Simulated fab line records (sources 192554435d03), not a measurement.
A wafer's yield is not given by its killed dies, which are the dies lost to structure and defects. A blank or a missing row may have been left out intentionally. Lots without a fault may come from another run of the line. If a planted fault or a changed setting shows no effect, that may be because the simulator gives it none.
fab line records | flow n5Finfet
[record] lots = 6 | wafers = 17 | lastDay = 18
route steps=1938 shown FIN_CUT@164 PASSIVATION@1936
lots untouched by any fault: they come from a run of this same line in which no faults occurred
startH: hours from the record's first day to the start of the lot's first wafer shown | waitH: hours elapsed since this lot's preceding step | " as in the row above | L1.1+2: a row that stands for several wafers | - no value present, or no start provided | * or withheld: withheld | < > ~ a bound
route shown NAME@n: names a module that has steps shown in the file, with the first one's number in the route | usual: mean/standard deviation of fault-free wafers | same: alike in all rows | chamber/n: place in a boat | sites: readings site by site | _std_site: their standard deviation | _edge_site: outer sites' mean less inner sites' | radiusMm: for every site, how far away it sits from the centre of the wafer | mask NAME#n: copy n | behind: tool/chamber where the wafer was last shaped | hold: why the lot went on hold/how many hours it stayed there/how the hold came to an end | device: which transistor (n, p or np) failed to switch | end of line: the route-end tests of the same wafers | a step with no rows: only its recipe | killed: dies lost to structure and defects at the first sort, not the wafer's yield | map: a wafer's dies, x killed, . not, _ none there
set.NAME: the run value of the setting; set.NAME@STEP: its run value at that earlier step | model.NAME: the simulator's own value behind a step, which no gauge read
certain route steps with their lots: each step a table, each wafer a row
services: when a tool's chamber went out of use (startH, in hours from the record's first day, below 0 if earlier), for how many hours, and the reason
[[steps]]
[step N5_FIN_CUT_OVL_MEAS_09]
[recipe] pointsPerWafer = 522
[usual] FIN_CUT_OVL = 0.5/0.61
lot.wafer | tool       | chamber | startH | waitH | FIN_CUT_OVL[nm]
L511.1    | overlay-02 | 0       | 39.72  | 0.0   | 1.9
L511.2    | "          | 0       | "      | "     | 0.3
L511.6    | "          | 0       | "      | "     | 1.4
L521.1    | overlay-01 | 0       | 100.37 | 0.0   | 0.0
L521.2    | "          | 0       | "      | "     | 0.9
L521.5    | "          | 0       | "      | "     | 0.6
L522.1    | overlay-02 | 0       | 106.40 | 0.0   | 0.5
L522.5    | "          | 0       | "      | "     | 1.2
L522.6    | "          | 0       | "      | "     | 0.9
L523.1    | overlay-02 | 0       | 114.36 | 0.0   | 0.8
L523.2    | "          | 0       | "      | "     | 1.6
L523.6    | "          | 0       | "      | "     | 1.2
L527.1    | overlay-02 | 0       | 136.09 | 0.0   | 1.1
L527.5    | "          | 0       | "      | "     | 0.9
L531.2    | overlay-02 | 0       | 162.56 | 0.0   | -0.4
L531.3    | "          | 0       | "      | "     | -0.1
L531.5    | "          | 0       | "      | "     | 1.3
[step N5_FIN_CUT_INSPECT_10]
[recipe] mode = adi | inspectInstrument = brightfield
[usual] rawDefectCount = 41/12
lot.wafer | tool             | chamber | startH | waitH | rawDefectCount
L511.1    | defectInspect-02 | -       | 39.77  | 0.1   | 32
L511.2    | "                | -       | "      | "     | 39
L511.6    | "                | -       | "      | "     | 47
L521.1    | defectInspect-02 | -       | 100.43 | 0.1   | 34
L521.2    | "                | -       | "      | "     | 41
L521.5    | "                | -       | "      | "     | 36
L522.1    | defectInspect-01 | -       | 106.46 | 0.1   | 38
L522.5    | "                | -       | "      | "     | 39
L522.6    | "                | -       | "      | "     | 28
L523.1    | defectInspect-02 | -       | 114.42 | 0.1   | 23
L523.2    | "                | -       | "      | "     | 45
L523.6    | "                | -       | "      | "     | 44
L527.1    | defectInspect-02 | -       | 136.15 | 0.1   | 43
L527.5    | "                | -       | "      | "     | 31
L531.2    | defectInspect-02 | -       | 162.61 | 0.0   | 53
L531.3    | "                | -       | "      | "     | 41
L531.5    | "                | -       | "      | "     | 42
[step N5_FIN_CUT_DESCUM_13]
[recipe] chemistry = O2 | timeS = 7 | sourcePowerW = 50 | biasPowerW = 20 | pressureMtorr = 20 | rfFrequencyHz = 2.712e+07 | tempC = 40 | resist = CAR-EUV | o2FlowSccm = 225
[step N5_FIN_CUT_ETCH_30]
[recipe] chemistry = N2/H2 | target = underlayer | targetDepthA = 130 | maskMaterial = CAR-EUV | timeS = 10.4 | ionEnergyEv = 200 | pressureMtorr = 30 | sourceW = 840 | biasW = 150 | n2FlowSccm = 200 | h2FlowSccm = 200 | ends = cleared
[step N5_FIN_CUT_ETCH_20]
[recipe] chemistry = CF4 | target = SiARC | targetDepthA = 260 | maskMaterial = CAR-EUV | timeS = 43.3 | ionEnergyEv = 80 | pressureMtorr = 40 | sourceW = 545 | biasW = 36 | Ar_flow_sccm = 100 | cf4FlowSccm = 100 | ends = cleared
[step N5_FIN_CUT_ETCH_21]
[recipe] chemistry = N2/H2 | target = SOC | targetDepthA = 2190 | overetchA = 438 | maskMaterial = SiARC | tempC = 40 | ionEnergyEv = 100 | biasW = 61 | timeS = 523.5 | pressureMtorr = 30 | sourceW = 850 | n2FlowSccm = 200 | h2FlowSccm = 200
[step N5_FIN_CUT_STRIP_23]
[recipe] chemistry = N2/H2 | tempC = 40 | n2FlowSccm = 200 | h2FlowSccm = 200 | rfFrequencyHz = 6e+07
[step N5_FIN_CUT_STRIP_31]
[recipe] chemistry = N2/H2 | tempC = 40 | n2FlowSccm = 200 | h2FlowSccm = 200 | rfFrequencyHz = 6e+07
[step N5_FIN_CUT_STRIP_24]
[recipe] chemistry = CF4 | resist = SiARC | powerW = 300 | biasPowerW = 75 | pressureMtorr = 50 | cf4FlowSccm = 150 | rfFrequencyHz = 6e+07
[usual] drypumpMotorCurrentA = 5.8/0.33 | oesProductAu = 0.76/0.065 | powerW = 300.0/0.89 | rfVppV = 270.6/1.7 | showerheadPlenumPTorr = 1.77/0.066 | throttleValvePct = 13.56/0.2
lot.wafer | tool       | chamber | startH | waitH | drypumpMotorCurrentA | oesProductAu | powerW | rfHoursCounterH | rfVppV | showerheadPlenumPTorr | throttleValvePct
L511.1    | rieDiel-04 | 3       | 40.22  | 0.0   | 5.6                  | 0.83         | 300.7  | 74              | 268.5  | 1.68                  | 13.20
L511.2    | "          | 0       | "      | "     | 5.4                  | 0.78         | 301.0  | 124             | 269.0  | 1.73                  | 13.36
L511.6    | "          | 0       | "      | "     | 5.4                  | 0.78         | 298.7  | -               | 268.7  | 1.73                  | 13.40
L521.1    | rieDiel-04 | 3       | 100.99 | 0.0   | 5.6                  | 0.80         | 300.2  | 92              | 268.1  | 1.67                  | 13.24
L521.2    | "          | 1       | "      | "     | 6.2                  | 0.77         | 299.7  | 141             | 273.9  | 1.87                  | 13.42
L521.5    | "          | 3       | "      | "     | 5.6                  | 0.80         | 299.5  | -               | 268.7  | 1.67                  | 13.24
L522.1    | rieDiel-04 | 2       | 106.91 | 0.0   | 6.1                  | 0.70         | 300.0  | 225             | 270.4  | 1.83                  | 13.81
L522.5    | "          | 3       | "      | "     | 5.6                  | 0.80         | 299.3  | -               | 268.2  | 1.67                  | 13.24
L522.6    | "          | 2       | "      | "     | 6.1                  | 0.70         | 300.2  | -               | 270.7  | 1.83                  | 13.80
L523.1    | rieDiel-06 | 1       | 114.87 | 0.0   | 6.2                  | 0.94         | 300.0  | 8               | 269.1  | 1.75                  | 13.43
L523.2    | "          | 0       | "      | "     | 5.5                  | 0.71         | 299.0  | 211             | 269.6  | 1.71                  | 13.73
L523.6    | "          | 0       | "      | "     | 5.5                  | 0.70         | 300.0  | -               | 269.3  | 1.71                  | 13.74
L527.1    | rieDiel-04 | 1       | 136.60 | 0.0   | 6.1                  | 0.75         | 298.3  | 154             | 271.0  | 1.86                  | 13.46
L527.5    | "          | 0       | "      | "     | 5.4                  | 0.75         | 301.2  | -               | 269.6  | 1.73                  | 13.43
L531.2    | rieDiel-06 | 3       | 163.14 | 0.0   | 6.0                  | 0.77         | 300.3  | 121             | 269.8  | 1.74                  | 13.63
L531.3    | "          | 1       | "      | "     | 6.2                  | 0.90         | 299.4  | 22              | 270.9  | 1.75                  | 13.47
L531.5    | "          | 0       | "      | "     | 5.5                  | 0.69         | 300.6  | -               | 267.7  | 1.71                  | 13.78
[step N5_FIN_CUT_CUT_ETCH_26]
[recipe] chemistry = CH3F/O2 | target = SiNx | targetDepthA = 390 | maskMaterial = SOC | timeS = 55.7 | pressureMtorr = 30 | sourceW = 395 | biasW = 73 | Ar_flow_sccm = 150 | CH3F_flow_sccm = 30 | O2_flow_sccm = 20 | ionEnergyEv = 120
[usual] biasW = 73.02/0.25 | drypumpMotorCurrentA = 5.8/0.33 | oesProductAu = 0.76/0.07 | rfVppV = 296/8.4 | showerheadPlenumPTorr = 1.98/0.082 | throttleValvePct = 16.37/0.25
lot.wafer | tool       | chamber | startH | waitH | biasW | drypumpMotorCurrentA | oesProductAu | rfHoursCounterH | rfVppV | showerheadPlenumPTorr | throttleValvePct
L511.1    | rieDiel-04 | 3       | 40.24  | 0.0   | 72.89 | 5.6                  | 0.83         | 74              | 292    | 1.87                  | 16.06
L511.2    | "          | 0       | "      | "     | 72.98 | 5.4                  | 0.79         | 124             | 294    | 1.92                  | 16.08
L511.6    | "          | 0       | "      | "     | 72.93 | 5.4                  | 0.80         | -               | 294    | 1.92                  | 16.06
L521.1    | rieDiel-04 | 3       | 101.01 | 0.0   | 73.32 | 5.7                  | 0.81         | 92              | 292    | 1.87                  | 16.09
L521.2    | "          | 1       | "      | "     | 73.17 | 6.2                  | 0.75         | 141             | 297    | 2.09                  | 16.22
L521.5    | "          | 3       | "      | "     | 73.20 | 5.6                  | 0.82         | -               | 293    | 1.87                  | 16.11
L522.1    | rieDiel-04 | 2       | 106.93 | 0.0   | 73.33 | 6.1                  | 0.71         | 225             | 315    | 2.09                  | 16.81
L522.5    | "          | 3       | "      | "     | 72.57 | 5.6                  | 0.81         | -               | 291    | 1.87                  | 16.10
L522.6    | "          | 2       | "      | "     | 73.66 | 6.1                  | 0.71         | -               | 315    | 2.09                  | 16.79
L523.1    | rieDiel-06 | 1       | 114.89 | 0.0   | 73.16 | 6.2                  | 0.95         | 8               | 293    | 1.98                  | 16.40
L523.2    | "          | 0       | "      | "     | 73.11 | 5.5                  | 0.70         | 211             | 293    | 1.91                  | 16.51
L523.6    | "          | 0       | "      | "     | 73.14 | 5.5                  | 0.71         | -               | 293    | 1.91                  | 16.50
L527.1    | rieDiel-04 | 1       | 136.62 | 0.0   | 73.40 | 6.2                  | 0.73         | 154             | 296    | 2.09                  | 16.24
L527.5    | "          | 0       | "      | "     | 72.81 | 5.4                  | 0.76         | -               | 295    | 1.91                  | 16.15
L531.2    | rieDiel-06 | 3       | 163.16 | 0.0   | 73.15 | 6.0                  | 0.78         | 121             | 283    | 1.95                  | 16.50
L531.3    | "          | 1       | "      | "     | 72.66 | 6.2                  | 0.91         | 22              | 295    | 1.97                  | 16.42
L531.5    | "          | 0       | "      | "     | 73.24 | 5.4                  | 0.70         | -               | 294    | 1.90                  | 16.55
[step N5_FIN_CUT_CUT_ETCH_27]
[recipe] chemistry = CHF3/O2 | target = SiO2 | targetDepthA = 40 | maskMaterial = SOC | overetchA = 20 | timeS = 4.9 | pressureMtorr = 30 | sourceW = 650 | biasW = 170 | Ar_flow_sccm = 200 | CHF3_flow_sccm = 50 | O2_flow_sccm = 5 | ionEnergyEv = 200
[usual] biasW = 169.9/0.52 | drypumpMotorCurrentA = 5.8/0.33 | oesProductAu = 0.61/0.052 | rfVppV = 523/16 | showerheadPlenumPTorr = 2.39/0.096 | throttleValvePct = 18.85/0.25
lot.wafer | tool       | chamber | startH | waitH | biasW | drypumpMotorCurrentA | oesProductAu | rfHoursCounterH | rfVppV | showerheadPlenumPTorr | throttleValvePct
L511.1    | rieDiel-04 | 3       | 40.29  | 0.0   | 170.7 | 5.7                  | 0.66         | 74              | 516    | 2.27                  | 18.54
L511.2    | "          | 0       | "      | "     | 169.9 | 5.4                  | 0.63         | 124             | 521    | 2.32                  | 18.55
L511.6    | "          | 0       | "      | "     | 169.6 | 5.4                  | 0.62         | -               | 518    | 2.32                  | 18.58
L521.1    | rieDiel-04 | 3       | 101.06 | 0.0   | 169.6 | 5.6                  | 0.64         | 92              | 514    | 2.26                  | 18.57
L521.2    | "          | 1       | "      | "     | 169.6 | 6.1                  | 0.61         | 141             | 524    | 2.52                  | 18.70
L521.5    | "          | 3       | "      | "     | 170.3 | 5.7                  | 0.64         | -               | 517    | 2.26                  | 18.58
L522.1    | rieDiel-04 | 2       | 106.97 | 0.0   | 170.7 | 6.0                  | 0.56         | 225             | 556    | 2.52                  | 19.32
L522.5    | "          | 3       | "      | "     | 169.4 | 5.6                  | 0.64         | -               | 516    | 2.26                  | 18.57
L522.6    | "          | 2       | "      | "     | 170.3 | 6.1                  | 0.56         | -               | 557    | 2.52                  | 19.31
L523.1    | rieDiel-06 | 1       | 114.94 | 0.0   | 170.3 | 6.2                  | 0.75         | 8               | 517    | 2.38                  | 18.92
L523.2    | "          | 0       | "      | "     | 169.3 | 5.4                  | 0.56         | 211             | 515    | 2.30                  | 18.96
L523.6    | "          | 0       | "      | "     | 169.6 | 5.5                  | 0.56         | -               | 515    | 2.30                  | 18.94
L527.1    | rieDiel-04 | 1       | 136.67 | 0.0   | 169.5 | 6.1                  | 0.61         | 154             | 523    | 2.51                  | 18.71
L527.5    | "          | 0       | "      | "     | 169.1 | 5.4                  | 0.61         | -               | 518    | 2.31                  | 18.62
L531.2    | rieDiel-06 | 3       | 163.21 | 0.0   | 170.3 | 6.0                  | 0.61         | 121             | 500    | 2.35                  | 18.99
L531.3    | "          | 1       | "      | "     | 169.6 | 6.2                  | 0.72         | 22              | 518    | 2.38                  | 18.94
L531.5    | "          | 0       | "      | "     | 169.8 | 5.5                  | 0.56         | -               | 516    | 2.29                  | 18.97
[step N5_FIN_CUT_PRECLEAN_35]
[recipe] timeS = 13.3 | tempC = 45 | pressureTorr = 125 | pHfTorr = 3 | pCoreactantTorr = 25 | chemistry = vHF
[usual] drypumpMotorCurrentA = 6.0/0.37
lot.wafer | tool         | chamber | startH | waitH | drypumpMotorCurrentA
L511.1    | vaporEtch-02 | 0       | 40.36  | 0.0   | 6.3
L511.2    | "            | 1       | "      | "     | 5.8
L511.6    | "            | 1       | "      | "     | 5.8
L521.1    | vaporEtch-01 | 0       | 101.13 | 0.0   | 6.3
L521.2    | "            | 1       | "      | "     | 5.5
L521.5    | "            | 1       | "      | "     | 5.5
L522.1    | vaporEtch-01 | 1       | 107.04 | 0.0   | 5.5
L522.5    | "            | 0       | "      | "     | 6.4
L522.6    | "            | 1       | "      | "     | 5.4
L523.1    | vaporEtch-01 | 0       | 115.01 | 0.0   | 6.3
L523.2    | "            | 1       | "      | "     | 5.4
L523.6    | "            | 0       | "      | "     | 6.3
L527.1    | vaporEtch-02 | 0       | 136.73 | 0.0   | 6.3
L527.5    | "            | 0       | "      | "     | 6.3
L531.2    | vaporEtch-01 | 1       | 163.27 | 0.0   | 5.5
L531.3    | "            | 1       | "      | "     | 5.5
L531.5    | "            | 1       | "      | "     | 5.5
[step N5_FIN_CUT_CUT_ETCH_15]
[recipe] chemistry = HBr/Cl2/O2 | target = Si | targetDepthA = 1000 | btTimeS = 10 | maskMaterial = SOC | timeS = 42.4 | ionEnergyEv = * | biasW = * | pressureMtorr = 10 | icpW = 800 | HBr_flow_sccm = 150 | Cl2_flow_sccm = 80 | O2_flow_sccm = 12
[usual] biasW = * | drypumpMotorCurrentA = 6.0/0.47 | oesProductAu = 1.008/0.015 | throttleValvePct = 37.3/0.41
[same] btTimeS = 10
lot.wafer | tool     | chamber | startH | waitH | biasW | drypumpMotorCurrentA | oesProductAu | rfHoursCounterH | throttleValvePct | model.SOC_of_FIN_CUT_COAT_18.thkNm
L511.1    | rieSi-01 | 3       | 40.44  | 0.1   | *     | 6.4                  | 1.031        | 126             | 37.4             | 170.6
L511.2    | "        | 0       | "      | "     | *     | 6.3                  | 1.002        | 6               | 37.2             | 171
L511.6    | "        | 2       | "      | "     | *     | 6.0                  | 0.983        | -               | 37.7             | 169.8
L521.1    | rieSi-06 | 2       | 101.21 | 0.1   | *     | 5.7                  | 1.003        | 90              | 37.0             | 170
L521.2    | "        | 1       | "      | "     | *     | 6.0                  | 0.999        | 130             | 36.7             | 174.2
L521.5    | "        | 2       | "      | "     | *     | 5.7                  | 1.001        | -               | 37.0             | 169.6
L522.1    | rieSi-06 | 1       | 107.12 | 0.1   | *     | 6.0                  | 0.992        | 130             | 36.7             | 172.2
L522.5    | "        | 1       | "      | "     | *     | 5.9                  | 0.994        | -               | 36.7             | 172.8
L522.6    | "        | 0       | "      | "     | *     | 6.4                  | 1.010        | -               | 37.0             | 169.4
L523.1    | rieSi-04 | 3       | 115.09 | 0.1   | *     | 6.6                  | 1.001        | 182             | 37.7             | 170.4
L523.2    | "        | 0       | "      | "     | *     | 5.5                  | 1.005        | 87              | 38.3             | 169.6
L523.6    | "        | 0       | "      | "     | *     | 5.5                  | 1.003        | -               | 38.3             | 169.4
L527.1    | rieSi-01 | 0       | 136.82 | 0.1   | *     | 6.3                  | 1.005        | 7               | 37.2             | 171.2
L527.5    | "        | 1       | "      | "     | *     | 6.7                  | 1.020        | -               | 37.4             | 172.4
L531.2    | rieSi-01 | 1       | 163.36 | 0.1   | *     | 6.7                  | 1.018        | 147             | 37.4             | 172
L531.3    | "        | 0       | "      | "     | *     | 6.3                  | 1.007        | 8               | 37.2             | 169.8
L531.5    | "        | 0       | "      | "     | *     | 6.3                  | 1.011        | -               | 37.2             | 170.2
[step N5_FIN_CUT_CUT_ETCH_28]
[recipe] chemistry = HBr/Cl2/O2 | target = Si | targetDepthA = 60 | maskMaterial = SOC | timeS = 2.4 | ionEnergyEv = * | biasW = * | pressureMtorr = 10 | icpW = 800 | HBr_flow_sccm = 150 | Cl2_flow_sccm = 80 | O2_flow_sccm = 12
[usual] biasW = * | drypumpMotorCurrentA = 6.0/0.47 | oesProductAu = 1.007/0.015 | throttleValvePct = 37.3/0.41
lot.wafer | tool     | chamber | startH | waitH | biasW | drypumpMotorCurrentA | oesProductAu | rfHoursCounterH | throttleValvePct | model.SOC_of_FIN_CUT_COAT_18.thkNm
L511.1    | rieSi-01 | 3       | 40.49  | 0.0   | *     | 6.4                  | 1.034        | 126             | 37.4             | 168.8
L511.2    | "        | 0       | "      | "     | *     | 6.3                  | 1.009        | 6               | 37.2             | 169.4
L511.6    | "        | 2       | "      | "     | *     | 6.1                  | 0.993        | -               | 37.7             | 168
L521.1    | rieSi-06 | 2       | 101.26 | 0.0   | *     | 5.8                  | 1.006        | 91              | 37.0             | 168.4
L521.2    | "        | 1       | "      | "     | *     | 6.0                  | 1.000        | 130             | 36.7             | 172.6
L521.5    | "        | 2       | "      | "     | *     | 5.8                  | 1.003        | -               | 37.0             | 168
L522.1    | rieSi-06 | 1       | 107.18 | 0.0   | *     | 6.0                  | 1.002        | 130             | 36.7             | 170.6
L522.5    | "        | 1       | "      | "     | *     | 6.0                  | 1.006        | -               | 36.7             | 171.2
L522.6    | "        | 0       | "      | "     | *     | 6.4                  | 1.006        | -               | 37.0             | 167.8
L523.1    | rieSi-04 | 3       | 115.14 | 0.0   | *     | 6.6                  | 0.989        | 182             | 37.7             | 168.6
L523.2    | "        | 0       | "      | "     | *     | 5.5                  | 0.996        | 87              | 38.3             | 167.8
L523.6    | "        | 0       | "      | "     | *     | 5.5                  | 0.999        | -               | 38.3             | 167.6
L527.1    | rieSi-01 | 0       | 136.87 | 0.0   | *     | 6.3                  | 1.010        | 7               | 37.2             | 169.6
L527.5    | "        | 1       | "      | "     | *     | 6.7                  | 1.010        | -               | 37.4             | 170.8
L531.2    | rieSi-01 | 1       | 163.41 | 0.0   | *     | 6.7                  | 1.017        | 147             | 37.4             | 170.4
L531.3    | "        | 0       | "      | "     | *     | 6.3                  | 1.000        | 8               | 37.2             | 168
L531.5    | "        | 0       | "      | "     | *     | 6.3                  | 1.009        | -               | 37.2             | 168.4
[step N5_FIN_CUT_STRIP_22]
[recipe] chemistry = N2/H2 | powerW = 500 | tempC = 40 | pressureMtorr = 50 | rfFrequencyHz = 6e+07 | overashFraction = 0.3 | biasPowerW = 8 | h2Frac = 0.5 | n2FlowSccm = 300 | h2FlowSccm = 300
[usual] drypumpMotorCurrentA = 5.9/0.35 | h2FlowSccm = 300.0/0.92 | oesProductAu = 0.76/0.073 | powerW = 499.9/1.6 | rfVppV = 54.4/2.1 | showerheadPlenumPTorr = 3.29/0.12 | throttleValvePct = 18.8/0.33
lot.wafer | tool       | chamber | startH | waitH | drypumpMotorCurrentA | h2FlowSccm | oesProductAu | powerW | rfHoursCounterH | rfVppV | showerheadPlenumPTorr | throttleValvePct
L511.1    | rieDiel-03 | 2       | 40.57  | 0.1   | 6.6                  | 300.9      | 0.71         | 499.3  | 208             | 52.9   | 3.30                  | 18.3
L511.2    | "          | 1       | "      | "     | 5.6                  | 299.9      | 0.76         | 500.2  | 146             | 55.2   | 3.22                  | 19.0
L511.6    | "          | 2       | "      | "     | 6.6                  | 300.5      | 0.72         | 500.4  | -               | 51.1   | 3.30                  | 18.2
L521.1    | rieDiel-03 | 3       | 101.34 | 0.1   | 5.5                  | 298.9      | 0.69         | 502.2  | 214             | 52.9   | 3.19                  | 18.8
L521.2    | "          | 1       | "      | "     | 5.7                  | 301.0      | 0.74         | 498.3  | 167             | 54.6   | 3.21                  | 19.0
L521.5    | "          | 2       | "      | "     | 6.6                  | 300.7      | 0.70         | 497.8  | -               | 57.5   | 3.29                  | 18.3
L522.1    | rieDiel-03 | 0       | 107.25 | 0.1   | 5.9                  | 299.8      | 0.91         | 500.1  | 13              | 56.3   | 3.42                  | 19.4
L522.5    | "          | 1       | "      | "     | 5.6                  | 299.6      | 0.74         | 499.9  | -               | 54.2   | 3.21                  | 19.1
L522.6    | "          | 2       | "      | "     | 6.6                  | 300.8      | 0.68         | 497.8  | -               | 52.6   | 3.29                  | 18.2
L523.1    | rieDiel-03 | 3       | 115.32 | 0.2   | 5.5                  | 300.1      | 0.71         | 501.8  | 218             | 54.6   | 3.19                  | 18.8
L523.2    | "          | 0       | "      | "     | 5.8                  | 302.1      | 0.90         | 498.1  | 15              | 54.0   | 3.42                  | 19.3
L523.6    | "          | 2       | "      | "     | 6.6                  | 299.6      | 0.68         | 501.8  | -               | 53.1   | 3.29                  | 18.3
L527.1    | rieDiel-03 | 3       | 136.94 | 0.0   | 5.5                  | 298.0      | 0.71         | 500.2  | 223             | 52.4   | 3.18                  | 18.8
L527.5    | "          | 0       | "      | "     | 5.8                  | 298.9      | 0.92         | 500.5  | -               | 57.9   | 3.42                  | 19.4
L531.2    | rieDiel-06 | 2       | 163.50 | 0.1   | 5.9                  | 300.4      | 0.69         | 499.1  | 240             | 53.2   | 3.45                  | 19.0
L531.3    | "          | 1       | "      | "     | 6.2                  | 301.4      | 0.91         | 500.8  | 22              | 53.9   | 3.30                  | 18.9
L531.5    | "          | 1       | "      | "     | 6.2                  | 301.3      | 0.95         | 500.2  | -               | 51.6   | 3.30                  | 19.0
[step N5_PASSIVATION_PROBE_49]
[usual] killed_at_M0_to_M3 = 34/10 | killed_at_M4_up = 13/5.4 | killedAtContacts = 13/6 | killedAtFrontEnd = 42/13 | killedAtOther = 4/3.2 | killedDies = 107/18 | killedOpen = 69/14 | killedShort = 35/7.7
[same] grossDies = 1180 | killedAtBackSide = 0
lot.wafer | tool      | chamber | startH | waitH | killed_at_M0_to_M3 | killed_at_M4_up | killedAtContacts | killedAtFrontEnd | killedAtOther | killedDies | killedOpen | killedShort
L511.1    | prober-01 | -       | 287.51 | 0.0   | 33                 | 15              | 13               | 32               | 10            | 103        | 64         | 32
L511.2    | prober-01 | -       | 287.56 | 0.1   | 21                 | 8               | 9                | 38               | 4             | 80         | 46         | 32
L511.6    | prober-01 | -       | 287.76 | 0.3   | 37                 | 6               | 26               | 35               | 2             | 106        | 66         | 40
L521.1    | prober-01 | -       | 353.28 | 0.0   | 40                 | 16              | 7                | 53               | 5             | 121        | 63         | 50
L521.2    | prober-01 | -       | 353.33 | 0.1   | 44                 | 14              | 23               | 63               | 3             | 147        | 102        | 37
L521.5    | prober-01 | -       | 353.48 | 0.2   | 43                 | 14              | 13               | 50               | 5             | 125        | 81         | 39
L527.1    | prober-02 | -       | 407.78 | 0.0   | 31                 | 11              | 18               | 35               | 1             | 96         | 56         | 30
L531.2    | prober-01 | -       | 424.73 | 0.1   | 41                 | 14              | 16               | 32               | 6             | 109        | 71         | 36
L531.3    | prober-01 | -       | 424.78 | 0.1   | 45                 | 12              | 9                | 34               | 3             | 103        | 70         | 28
L531.5    | prober-01 | -       | 424.88 | 0.2   | 53                 | 7               | 17               | 34               | 1             | 112        | 75         | 31
// killed by level:class
L511.1 FIN_SAQP:geometricParticle:short=9 MOL_CONTACT_COAG:geometricParticle:open=8 BEOL_M0_SAQP:geometricParticle:open=7 BEOL_M1:geometricParticle:open=6 BEOL_M4:geometricParticle:open=6 BEOL_M5:geometricParticle:open=6 MOL_CONTACT_COAG:geometricParticle:short=5 BEOL_M0_SAQP:geometricParticle:short=5
L511.2 FIN_SAQP:geometricParticle:open=9 MOL_CONTACT_COAG:geometricParticle:open=9 GATE_CUT:geometricParticle:short=8 STARTING-WAFER:geometricParticle:short=7 FIN_SAQP:geometricParticle:short=6 BEOL_M1:geometricParticle:open=6 BEOL_M2:geometricParticle:open=4 BEOL_M0_SAQP:geometricParticle:open=3
L511.6 MOL_CONTACT_COAG:geometricParticle:open=21 FIN_SAQP:geometricParticle:short=8 BEOL_M1:geometricParticle:short=8 BEOL_M1:geometricParticle:open=7 FIN_SAQP:geometricParticle:open=6 GATE_CUT:geometricParticle:short=5 MOL_CONTACT_COAG:geometricParticle:short=5 BEOL_M2:geometricParticle:open=5
L521.1 BEOL_M0_SAQP:geometricParticle:short=14 BEOL_M4:geometricParticle:open=9 DUMMY_GATE:geometricParticle:open=8 FIN_SAQP:geometricParticle:short=7 BEOL_M3:geometricParticle:open=7 GATE_CUT:geometricParticle:short=6 BEOL_M0_SAQP:geometricParticle:open=6 FIN_SAQP:geometricParticle:open=5
L521.2 MOL_CONTACT_COAG:geometricParticle:open=19 FIN_SAQP:geometricParticle:open=18 STI_FIN_REVEAL:geometricParticle:open=15 BEOL_M1:geometricParticle:open=10 BEOL_M0_SAQP:geometricParticle:short=10 BEOL_M0_SAQP:geometricParticle:open=7 BEOL_M3:geometricParticle:open=7 BEOL_M4:geometricParticle:open=7
L521.5 FIN_SAQP:geometricParticle:open=11 FIN_SAQP:geometricParticle:short=10 MOL_CONTACT_COAG:geometricParticle:open=10 BEOL_M2:geometricParticle:open=9 BEOL_M3:geometricParticle:open=8 BEOL_M0_SAQP:geometricParticle:open=7 BEOL_M1:geometricParticle:open=6 DUMMY_GATE:geometricParticle:open=5
L527.1 MOL_CONTACT_COAG:geometricParticle:open=14 FIN_SAQP:geometricParticle:open=8 BEOL_M1:geometricParticle:open=7 BEOL_M3:geometricParticle:short=7 STI_FIN_REVEAL:geometricParticle:open=6 BEOL_M0_SAQP:geometricParticle:short=6 BEOL_M4:geometricParticle:open=4 FIN_CUT:areaEtch=4
L531.2 MOL_CONTACT_COAG:geometricParticle:open=15 BEOL_M0_SAQP:geometricParticle:open=12 BEOL_M4:geometricParticle:open=9 BEOL_M0_SAQP:geometricParticle:short=9 STI_FIN_REVEAL:geometricParticle:open=7 BEOL_M2:geometricParticle:open=7 ILD0:geometricParticle:short=5 PASS1_CAP:geometricParticle:open=4
L531.3 BEOL_M2:geometricParticle:open=14 STI_FIN_REVEAL:geometricParticle:open=9 BEOL_M0_SAQP:geometricParticle:open=9 BEOL_M4:geometricParticle:open=9 BEOL_M0_SAQP:geometricParticle:short=7 MOL_CONTACT_COAG:geometricParticle:open=6 FIN_SAQP:geometricParticle:short=4 BEOL_M0:geometricParticle:open=4
L531.5 BEOL_M0_SAQP:geometricParticle:open=17 BEOL_M2:geometricParticle:open=16 MOL_CONTACT_COAG:geometricParticle:open=12 BEOL_M0_SAQP:geometricParticle:short=10 STI_FIN_REVEAL:geometricParticle:open=8 FIN_SAQP:geometricParticle:short=5 MOL_CONTACT_COAG:geometricParticle:short=5 BEOL_M1:geometricParticle:open=4
[[services]]
tool       | chamber | startH | hours | kind
rieDiel-03 | 0       | 38.60  | -     | clean
rieDiel-03 | 0       | 38.60  | -     | consumableReplace:focusRing
rieDiel-03 | 0       | 38.60  | 29.6  | scheduledDown
rieDiel-03 | 0       | 38.60  | 29.6  | ventCycle
rieSi-06   | 3       | 58.54  | 10.9  | repair
rieDiel-04 | 0       | 66.29  | 10.2  | repair
rieDiel-06 | 1       | 72.52  | -     | clean
rieDiel-06 | 1       | 72.52  | -     | consumableReplace:focusRing
rieDiel-06 | 1       | 72.52  | 16.0  | scheduledDown
rieDiel-06 | 1       | 72.52  | 16.0  | ventCycle
rieDiel-04 | 2       | 90.08  | 1.8   | repair
rieDiel-03 | 3       | 92.22  | 7.2   | repair
rieSi-04   | -       | 117.87 | 0.1   | repair
rieSi-06   | 0       | 121.63 | 1.3   | repair
rieSi-01   | -       | 125.04 | 0.4   | repair
rieDiel-04 | -       | 136.74 | 2.8   | pm
rieDiel-04 | 2       | 157.46 | 2.1   | repair
[[key]]
[firstSign] step = N5_FIN_CUT_CUT_ETCH_15 | reading = biasW | direction = down | sigmas = 43 | usual = * | struck = *
effect none on later readings
[modelEffect] step = N5_FIN_CUT_CUT_ETCH_15 | value = SOC_of_FIN_CUT_COAT_18.thkNm | without = 171.3 | struck = 173.1
[modelEffect] step = N5_FIN_CUT_CUT_ETCH_28 | value = SOC_of_FIN_CUT_COAT_18.thkNm | without = 169.7 | struck = 171.5
metAt N5_FIN_CUT_CUT_ETCH_15
struckWafers L521.2,L522.1,L522.5
testerLeftOut L521,L522
[baselineLoss] step = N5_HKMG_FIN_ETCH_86 | wafers = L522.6
[fault] kind = processParameterDrift | tool = rieSi-06 | chamber = 1 | onsetH = 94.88 | steps = N5_FIN_CUT_CUT_ETCH_15 | channel = biasW | offset = * | shape = step | endH = 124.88 | actsIn = * | stated = *
// testerLeftOut: of these lots the tester's yield and bins aren't shown, on N5 and GAA mostly nor the transistor test; their killed dies are dies lost to structure and defects alone, not to doping, threshold or leakage, so they don't give the yield
// baselineLoss: these wafers lose ten dies or more at that step, a loss of the line's own and not of a fault; the sort's usual values leave them out
